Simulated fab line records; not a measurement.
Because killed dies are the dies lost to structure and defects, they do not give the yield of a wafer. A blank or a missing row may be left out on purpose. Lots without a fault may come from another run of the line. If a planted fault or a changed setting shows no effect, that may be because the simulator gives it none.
Which tool did it? || flow n5Finfet || 20 lots (60 wafers sampled), 1 step of a 1938-step route

WHAT THE GAUGES READ, wafer by wafer
N5_FIN_SAQP_OVL_MEAS_17. Usual: FIN_CORE_OVL gives 0.2 nm (standard deviation 0.84).
{"lot": "L074", "measured": "day 1 21:48", "on": "overlay-02", "FIN_CORE_OVL (nm)": "-0.7 -0.3 0.2", "flag": ""}
{"lot": "L078", "measured": "day 2 21:44", "on": "overlay-02", "FIN_CORE_OVL (nm)": "-2.5 -0.2 0.9", "flag": ""}
{"lot": "L079", "measured": "day 3 03:47", "on": "overlay-01", "FIN_CORE_OVL (nm)": "0.9 0.0 0.3", "flag": ""}
{"lot": "L080", "measured": "day 3 09:25", "on": "overlay-01", "FIN_CORE_OVL (nm)": "0.0 1.2 0.0", "flag": ""}
{"lot": "L081", "measured": "day 3 15:40", "on": "overlay-02", "FIN_CORE_OVL (nm)": "0.8 0.5 1.4", "flag": ""}
{"lot": "L082", "measured": "day 3 22:40", "on": "overlay-01", "FIN_CORE_OVL (nm)": "0.5 1.8 0.8", "flag": ""}
{"lot": "L084", "measured": "day 4 10:10", "on": "overlay-02", "FIN_CORE_OVL (nm)": "0.0 -0.3 0.2", "flag": ""}
{"lot": "L085", "measured": "day 4 16:19", "on": "overlay-01", "FIN_CORE_OVL (nm)": "0.1 0.7 0.5", "flag": ""}
{"lot": "L086", "measured": "day 4 21:14", "on": "overlay-02", "FIN_CORE_OVL (nm)": "0.3 -1.1 -1.3", "flag": ""}
{"lot": "L087", "measured": "day 5 04:35", "on": "overlay-02", "FIN_CORE_OVL (nm)": "-0.7 -0.2 0.0", "flag": ""}
{"lot": "L088", "measured": "day 5 09:35", "on": "overlay-01", "FIN_CORE_OVL (nm)": "0.6 -1.2 -0.4", "flag": ""}
{"lot": "L089", "measured": "day 5 15:30", "on": "overlay-01", "FIN_CORE_OVL (nm)": "-0.1 0.4 -0.4", "flag": ""}
{"lot": "L090", "measured": "day 5 21:27", "on": "overlay-02", "FIN_CORE_OVL (nm)": "0.3 0.3 -0.5", "flag": ""}
{"lot": "L091", "measured": "day 6 03:30", "on": "overlay-01", "FIN_CORE_OVL (nm)": "1.7 1.2 1.3", "flag": ""}
{"lot": "L092", "measured": "day 6 10:55", "on": "overlay-02", "FIN_CORE_OVL (nm)": "-0.4 -0.3 0.6", "flag": ""}
{"lot": "L093", "measured": "day 6 17:54", "on": "overlay-02", "FIN_CORE_OVL (nm)": "-0.8 -0.3 -0.2", "flag": ""}
{"lot": "L094", "measured": "day 6 22:54", "on": "overlay-02", "FIN_CORE_OVL (nm)": "0.3 -0.4 0.5", "flag": ""}
{"lot": "L095", "measured": "day 7 10:03", "on": "overlay-01", "FIN_CORE_OVL (nm)": "0.2 0.7 0.0", "flag": ""}
{"lot": "L096", "measured": "day 7 10:20", "on": "overlay-01", "FIN_CORE_OVL (nm)": "-1.0 -0.4 -0.9", "flag": ""}
{"lot": "L097", "measured": "day 7 18:49", "on": "overlay-01", "FIN_CORE_OVL (nm)": "1.2 0.7 0.7", "flag": ""}

TOOL THAT RAN EACH LOT (tool first, then ch and the chambers of the sampled wafers, then the start)
There is no process step in the record ahead of these readings.

WHAT THE TOOLS THEMSELVES READ (means of the sampled wafers that have a number; where no wafer has one, the mark that the record gives instead)
The record holds no such reading with a usual standard deviation.

THE ANSWER, worked out from the rows above alone
Rule: take the mean of a lot's wafers that have a number; if it is more than 3 standard deviations from the usual mean, the lot is off. Also off: a lot with no number at a reading for which 4 or more lots have one. The other lots that the step has rows for count as sound. The gauges are gone through in route order, then the tools' own readings, and for those a lot's mean is taken as printed above. The first step at which some lot is off is used, and at that step the reading that is off furthest; a lot without a number counts as furthest.
Across all readings shown, no lot is off: no conclusion can be drawn from this.

WHAT THE SIMULATOR HAD PUT IN
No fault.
